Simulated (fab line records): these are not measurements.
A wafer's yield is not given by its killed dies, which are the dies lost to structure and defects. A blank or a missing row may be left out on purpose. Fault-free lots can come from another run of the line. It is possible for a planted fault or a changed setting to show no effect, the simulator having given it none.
fab line records | flow n5_finfet
[record] lots = 6 | wafers = 18 | last_day = 17
route steps=1938 shown BEOL_M12@1644
lots that met no fault: taken from a fault-free run of the same line
start_h: the number of hours between the record's first day and the start of the first shown wafer of the lot | wait_h: how many hours have passed since the lot's step before this one | " unchanged from the row above | L1.1+2: one row covering several wafers at once | - either no value or no given start | * or withheld: withheld | < > ~ a bound
route shown NAME@n: a module of which the file shows steps, and the number in the route of the first | usual: mean and standard deviation over wafers with no fault | same: alike in all rows | chamber/n: place in a boat | sites: the reading at each site | _std_site: standard deviation across them | _edge_site: mean of outer sites minus mean of inner sites | radius_mm: for every site, how far away it sits from the centre of the wafer | mask NAME#n: copy n | behind: the most recent tool/chamber to have shaped the wafer | hold: cause of the lot's hold/its duration in hours/its outcome | device: names the non-switching transistor (n, p or np) | end of line: the tests these same wafers got at the end of their route | a step without rows: its recipe alone | killed: count of dies lost to structure and defects at first sort (not the wafer's yield) | map: dies across one wafer; x = killed, . = not, _ = none there
set.NAME: the run value of the setting; set.NAME@STEP: its run value at that earlier step | model.NAME: the simulator's own value behind a step, which no gauge read
lots seen at some steps along the route; tables by step, rows by wafer
services: the hour from which a tool's chamber was out of use, counted from the record's first day as start_h (under 0 if before that day), plus the number of hours and why
[[steps]]
[step N5_BEOL_M12_PRECLEAN_39]
[recipe] chemistry = residue_remover | time_s = 60 | temp_c = 40
[step N5_BEOL_M12_SRD_40]
[recipe] time_s = 30 | temp_c = 23 | rinse_liquid = diw | dry = n2_spin | spin_rpm = 1500 | dry_time_s = 30
[step N5_BEOL_M12_DEGAS_41]
[recipe] ambient = vacuum | temp_c = 250 | time_s = 60
[step N5_BEOL_M12_PRE_CLEAN_42]
[recipe] gas = H2/He | time_s = 30 | temp_c = 250
[usual] heater_power_w = 340/38
[same] time_s = 30
lot.wafer | tool           | chamber | start_h | wait_h | heater_power_w
L770.4    | pvd_sputter-02 | -       | 241.46  | 0.0    | 315
L770.5    | "              | -       | "       | "      | 346
L770.6    | "              | -       | "       | "      | 397
L772.1    | pvd_sputter-03 | -       | 250.09  | 0.0    | 313
L772.2    | "              | -       | "       | "      | 315
L772.5    | "              | -       | "       | "      | 329
L774.1    | pvd_sputter-03 | -       | 266.50  | 0.0    | 286
L774.4    | "              | -       | "       | "      | 311
L774.5    | "              | -       | "       | "      | 303
L778.1    | pvd_sputter-01 | -       | 291.12  | 0.0    | 274
L778.2    | "              | -       | "       | "      | 327
L778.6    | "              | -       | "       | "      | 339
L786.2    | pvd_sputter-01 | -       | 337.64  | 0.0    | 350
L786.3    | "              | -       | "       | "      | 317
L786.6    | "              | -       | "       | "      | 343
L788.1    | pvd_sputter-02 | -       | 360.90  | 0.0    | 399
L788.2    | "              | -       | "       | "      | 351
L788.4    | "              | -       | "       | "      | 418
[step N5_BEOL_M12_SPUTTER_43]
[recipe] material = TaN | target_thk_a = 150 | temp_c = 50 | bias_v = 168.6 | power_w = 15000 | chamber_pressure_pa = 0.12 | time_s = 24.19
[step N5_BEOL_M12_SPUTTER_44]
[recipe] material = Ta | target_thk_a = 100 | temp_c = 50 | bias_v = 80 | power_w = 15000 | chamber_pressure_pa = 0.07 | time_s = 16.13
[usual] throttle_valve_pct = 30.3/1.3
[same] time_s = 16.13
lot.wafer | tool           | chamber | start_h | wait_h | throttle_valve_pct
L770.4    | pvd_sputter-02 | -       | 241.58  | 0.0    | 30.3
L770.5    | "              | -       | "       | "      | 27.7
L770.6    | "              | -       | "       | "      | 32.9
L772.1    | pvd_sputter-03 | -       | 250.21  | 0.0    | 30.0
L772.2    | "              | -       | "       | "      | 30.3
L772.5    | "              | -       | "       | "      | 29.9
L774.1    | pvd_sputter-03 | -       | 266.62  | 0.0    | 30.9
L774.4    | "              | -       | "       | "      | 30.4
L774.5    | "              | -       | "       | "      | 30.2
L778.1    | pvd_sputter-01 | -       | 291.24  | 0.0    | 29.6
L778.2    | "              | -       | "       | "      | 30.0
L778.6    | "              | -       | "       | "      | 30.6
L786.2    | pvd_sputter-01 | -       | 337.76  | 0.0    | 30.6
L786.3    | "              | -       | "       | "      | 29.6
L786.6    | "              | -       | "       | "      | 30.7
L788.1    | pvd_sputter-02 | -       | 361.02  | 0.0    | 30.4
L788.2    | "              | -       | "       | "      | 28.0
L788.4    | "              | -       | "       | "      | 33.2
[step N5_BEOL_M12_SPUTTER_45]
[recipe] material = Cu | target_thk_a = 800 | temp_c = -20 | bias_v = 60 | power_w = 26000 | chamber_pressure_pa = 0.13 | time_s = 13.33
[usual] chuck_sensor_temp_C = -15.9/0.52 | throttle_valve_pct = 30.3/1.3
[same] time_s = 13.33
lot.wafer | tool           | chamber | start_h | wait_h | chuck_sensor_temp_C | throttle_valve_pct
L770.4    | pvd_sputter-02 | -       | 241.66  | 0.0    | -16.2               | 30.0
L770.5    | "              | -       | "       | "      | -16.1               | 27.9
L770.6    | "              | -       | "       | "      | -15.8               | 33.0
L772.1    | pvd_sputter-03 | -       | 250.29  | 0.0    | -16.3               | 29.9
L772.2    | "              | -       | "       | "      | -15.3               | 30.5
L772.5    | "              | -       | "       | "      | -16.3               | 30.2
L774.1    | pvd_sputter-03 | -       | 266.70  | 0.0    | -14.9               | 30.8
L774.4    | "              | -       | "       | "      | -15.4               | 30.5
L774.5    | "              | -       | "       | "      | -15.7               | 30.4
L778.1    | pvd_sputter-01 | -       | 291.32  | 0.0    | -17.0               | 29.7
L778.2    | "              | -       | "       | "      | -15.8               | 29.7
L778.6    | "              | -       | "       | "      | -15.3               | 30.6
L786.2    | pvd_sputter-01 | -       | 337.84  | 0.0    | -15.5               | 30.7
L786.3    | "              | -       | "       | "      | -15.7               | 30.1
L786.6    | "              | -       | "       | "      | -15.9               | 30.6
L788.1    | pvd_sputter-02 | -       | 361.10  | 0.0    | -15.5               | 30.5
L788.2    | "              | -       | "       | "      | -16.1               | 27.7
L788.4    | "              | -       | "       | "      | -15.9               | 33.1
[step N5_BEOL_M12_ECD_47]
[recipe] material = Cu | target_thk_a = 7200
[step N5_BEOL_M12_ANNEAL_48]
[recipe] temp_c = 225 | time_s = 90 | ambient = N2
[usual] wafer_temp_C_max = 225.89/0.22
[same] time_s = 90
lot.wafer | tool          | chamber | start_h | wait_h | wafer_temp_C_max
L770.4    | rtp_anneal-01 | 0       | 242.05  | 0.2    | 225.90
L770.5    | "             | 0       | "       | "      | 226.20
L770.6    | "             | 0       | "       | "      | 225.86
L772.1    | rtp_anneal-02 | 0       | 250.61  | 0.2    | 226.44
L772.2    | "             | 0       | "       | "      | 225.94
L772.5    | "             | 0       | "       | "      | 225.76
L774.1    | rtp_anneal-01 | 0       | 266.96  | 0.1    | 225.80
L774.4    | "             | 0       | "       | "      | 225.53
L774.5    | "             | 0       | "       | "      | 225.81
L778.1    | rtp_anneal-02 | 0       | 291.58  | 0.1    | 225.91
L778.2    | "             | 0       | "       | "      | 225.49
L778.6    | "             | 0       | "       | "      | 226.09
L786.2    | rtp_anneal-01 | 0       | 338.15  | 0.1    | 225.93
L786.3    | "             | 0       | "       | "      | 226.02
L786.6    | "             | 0       | "       | "      | 225.84
L788.1    | rtp_anneal-02 | 0       | 362.23  | 1.0    | 225.78
L788.2    | "             | 0       | "       | "      | 226.03
L788.4    | "             | 0       | "       | "      | 226.11
[step N5_BEOL_M12_CMP_49]
[recipe] stop_on = SiOC | t_overpolish_s = 20.6 | down_force_psi = 1 | platen_rpm = 50 | clearing_platen_down_force_psi = 1.5 | clearing_platen_rpm = 50 | post_cmp_clean = cu_alkaline | target_thk_nm = 320 | clearing_platen_pad_velocity_m_s = 0.99484 | pad_velocity_m_s = 0.99484
[usual] barrier_field_endpoint_s = 30.2/0.62 | motor_current_A = 5.8/0.63 | overpolish_run_s = 20.600/0.0085 | slurry_filter_dp_kPa = 13.50/0.15
lot.wafer | tool   | chamber | start_h | wait_h | barrier_field_endpoint_s | motor_current_A | overpolish_run_s | slurry_filter_dp_kPa
L770.4    | cmp-02 | 3       | 242.34  | 0.2    | 29.9                     | 5.8             | 20.609           | 13.67
L770.6    | "      | 0       | "       | "      | 29.9                     | 6.1             | 20.604           | 13.45
L770.5    | "      | 1       | "       | "      | 30.2                     | 5.6             | 20.607           | 13.38
L772.1    | cmp-04 | 2       | 250.94  | 0.3    | 30.3                     | 7.1             | 20.583           | 13.59
L772.2    | "      | 3       | "       | "      | 31.1                     | 4.5             | 20.597           | 13.48
L772.5    | "      | 2       | "       | "      | 31.5                     | 6.8             | 20.587           | 13.43
L774.4    | cmp-02 | 2       | 267.26  | 0.1    | 30.5                     | 5.7             | 20.598           | 13.63
L774.1    | "      | 1       | "       | "      | 30.0                     | 5.6             | 20.610           | 13.54
L774.5    | "      | 2       | "       | "      | 29.9                     | 5.8             | 20.606           | 13.32
L778.2    | cmp-03 | 3       | 291.91  | 0.2    | 30.4                     | 6.1             | 20.612           | 13.25
L778.1    | "      | 1       | "       | "      | 30.3                     | 5.8             | 20.594           | 13.32
L778.6    | "      | 3       | "       | "      | 31.3                     | 5.6             | 20.597           | 13.69
L786.3    | cmp-04 | 3       | 338.40  | 0.2    | 29.3                     | 4.9             | 20.597           | 13.49
L786.2    | "      | 2       | "       | "      | 29.3                     | 6.9             | 20.602           | 13.47
L786.6    | "      | 0       | "       | "      | 29.5                     | 5.7             | 20.615           | 13.50
L788.2    | cmp-04 | 0       | 362.53  | 0.2    | 31.1                     | 5.3             | 20.596           | 13.45
L788.4    | "      | 1       | "       | "      | 29.8                     | 6.3             | 20.588           | 13.37
L788.1    | "      | 3       | "       | "      | 30.3                     | 4.5             | 20.588           | 13.63
[step N5_BEOL_M12_THK_MEAS_50]
[recipe] thk_meas_gauge = xrf | reads = Cu_of_BEOL_M12_ECD_47
[usual] M12_THK = 315/5.4
lot.wafer | tool          | chamber | start_h | wait_h | M12_THK[nm]
L770.4    | film_metro-01 | -       | 242.53  | 0.2    | 308
L770.5    | "             | -       | "       | "      | 314
L770.6    | "             | -       | "       | "      | 309
L772.1    | film_metro-02 | -       | 251.20  | -      | 312
L772.2    | "             | -       | "       | "      | 318
L772.5    | "             | -       | "       | "      | 311
L774.1    | film_metro-02 | -       | 267.55  | -      | 312
L774.4    | "             | -       | "       | "      | 318
L774.5    | "             | -       | "       | "      | 317
L778.1    | film_metro-02 | -       | 292.17  | -      | 312
L778.2    | "             | -       | "       | "      | 325
L778.6    | "             | -       | "       | "      | 316
L786.2    | film_metro-01 | -       | 338.69  | -      | 308
L786.3    | "             | -       | "       | "      | 308
L786.6    | "             | -       | "       | "      | 309
L788.1    | film_metro-01 | -       | 362.82  | -      | 315
L788.2    | "             | -       | "       | "      | 308
L788.4    | "             | -       | "       | "      | 318
[step N5_BEOL_M12_PRE_CLEAN_52]
[recipe] gas = NH3 | time_s = 15 | temp_c = withheld | rf_power_w = 300
[step N5_BEOL_M12_DEP_53]
[recipe] material = SiCN | target_thk_a = 300 | temp_c = withheld | precursor = 3MS/NH3 | pressure_torr = 3 | rf_w = 675 | time_s = 10.5
[usual] showerhead_plenum_p_Torr = 4.143/0.017 | throttle_valve_pct = 18.2/1.5
lot.wafer | tool     | chamber | start_h | wait_h | showerhead_plenum_p_Torr | throttle_valve_pct | model.SiCN_of_BEOL_M12_DEP_53.thk_nm
L770.4    | pecvd-01 | 2       | 242.60  | 0.0    | 4.176                    | 16.0               | 30.2
L770.5    | "        | 1       | "       | "      | 4.129                    | 17.7               | 29.8
L770.6    | "        | 0       | "       | "      | 4.132                    | 19.3               | 30
L772.1    | pecvd-01 | 1       | 251.28  | 0.0    | 4.112                    | 17.6               | 29.8
L772.2    | "        | 2       | "       | "      | 4.177                    | 16.3               | 30
L772.5    | "        | 2       | "       | "      | 4.170                    | 16.3               | 30.2
L774.1    | pecvd-02 | 1       | 267.62  | 0.0    | 4.154                    | 18.1               | 29.8
L774.4    | "        | 2       | "       | "      | 4.163                    | 17.8               | 30.6
L774.5    | "        | 1       | "       | "      | 4.149                    | 18.3               | 30.2
L778.1    | pecvd-03 | 2       | 292.23  | 0.0    | 4.133                    | 15.7               | 29.8
L778.2    | "        | 1       | "       | "      | 4.144                    | 19.4               | 29.6
L778.6    | "        | 1       | "       | "      | 4.143                    | 19.7               | 30.4
L786.2    | pecvd-03 | 2       | 338.76  | 0.0    | 4.119                    | 15.9               | 30.8
L786.3    | "        | 0       | "       | "      | 4.129                    | 20.0               | 29.4
L786.6    | "        | 1       | "       | "      | 4.153                    | 19.7               | 29.6
L788.1    | pecvd-03 | 1       | 362.89  | 0.0    | 4.142                    | 19.6               | 31.2
L788.2    | "        | 0       | "       | "      | 4.124                    | 20.2               | 31.2
L788.4    | "        | 2       | "       | "      | 4.121                    | 15.9               | 30.4
[step N5_BEOL_M12_RS_MEAS_54]
[recipe] thk_meas_gauge = four-point-probe | reads = Cu_of_BEOL_M12_ECD_47+Ta_of_BEOL_M12_SPUTTER_44+TaN_of_BEOL_M12_SPUTTER_43
[usual] M12_RS = 0.0601/0.00078
lot.wafer | tool          | chamber | start_h | wait_h | M12_RS[ohm/sq]
L770.4    | film_metro-01 | -       | 242.65  | 0.0    | 0.0605
L770.5    | "             | -       | "       | "      | 0.0594
L770.6    | "             | -       | "       | "      | 0.0602
L772.1    | film_metro-01 | -       | 251.35  | 0.1    | 0.0614
L772.2    | "             | -       | "       | "      | 0.0602
L772.5    | "             | -       | "       | "      | 0.0616
L774.1    | film_metro-02 | -       | 267.68  | 0.0    | 0.0611
L774.4    | "             | -       | "       | "      | 0.0600
L774.5    | "             | -       | "       | "      | 0.0601
L778.1    | film_metro-01 | -       | 292.29  | 0.0    | 0.0618
L778.2    | "             | -       | "       | "      | 0.0591
L778.6    | "             | -       | "       | "      | 0.0607
L786.2    | film_metro-02 | -       | 338.82  | 0.0    | 0.0609
L786.3    | "             | -       | "       | "      | 0.0611
L786.6    | "             | -       | "       | "      | 0.0609
L788.1    | film_metro-02 | -       | 362.95  | 0.0    | 0.0600
L788.2    | "             | -       | "       | "      | 0.0610
L788.4    | "             | -       | "       | "      | 0.0590
[[services]]
tool           | chamber | start_h | hours | kind
cmp-03         | -       | 220.46  | 0.3   | repair
cmp-03         | -       | 226.68  | 4.0   | pm
cmp-04         | -       | 232.23  | 4.0   | pm
pecvd-01       | 2       | 234.74  | 4.8   | repair
cmp-04         | -       | 236.23  | -     | consumable_replace:conditioner
cmp-04         | -       | 236.23  | -     | consumable_replace:pad
cmp-03         | -       | 240.87  | 2.0   | repair
cmp-04         | -       | 243.54  | 1.9   | repair
pecvd-01       | 0       | 247.98  | 5.0   | scheduled_down
pecvd-02       | 0       | 253.33  | 6.3   | repair
pecvd-03       | 1       | 275.23  | 2.1   | scheduled_down
cmp-04         | -       | 281.86  | 3.0   | pm
cmp-04         | -       | 288.89  | 1.8   | repair
cmp-02         | -       | 288.98  | 0.9   | repair
pecvd-03       | 2       | 293.15  | 5.0   | scheduled_down
cmp-03         | -       | 304.46  | 4.4   | repair
pecvd-01       | -       | 310.45  | 1.7   | repair
cmp-04         | -       | 313.82  | 0.7   | repair
pecvd-02       | -       | 316.35  | 6.0   | pm
pvd_sputter-02 | -       | 335.43  | 2.0   | repair
pecvd-02       | 1       | 339.08  | 4.0   | repair
pecvd-01       | 0       | 341.60  | 23.7  | repair
cmp-02         | -       | 341.88  | 5.1   | pm
pecvd-02       | 1       | 355.91  | 9.4   | repair
[[key]]
first_sign none at tools or gauges
[model_effect] step = N5_BEOL_M12_DEP_53 | value = SiCN_of_BEOL_M12_DEP_53.thk_nm | without = 29.67 | struck = 31.07
met_at N5_BEOL_M12_DEP_53
struck_wafers L786.2,L788.1,L788.2
onset_between 292.23 338.76
[fault] kind = process_parameter_drift | tool = pecvd-03 | chamber = - | onset_h = 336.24 | steps = N5_BEOL_M12_DEP_53 | channel = time_s | offset = * | shape = step | end_h = 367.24 | scope = struck_wafers_only | acts_in = * | stated = *
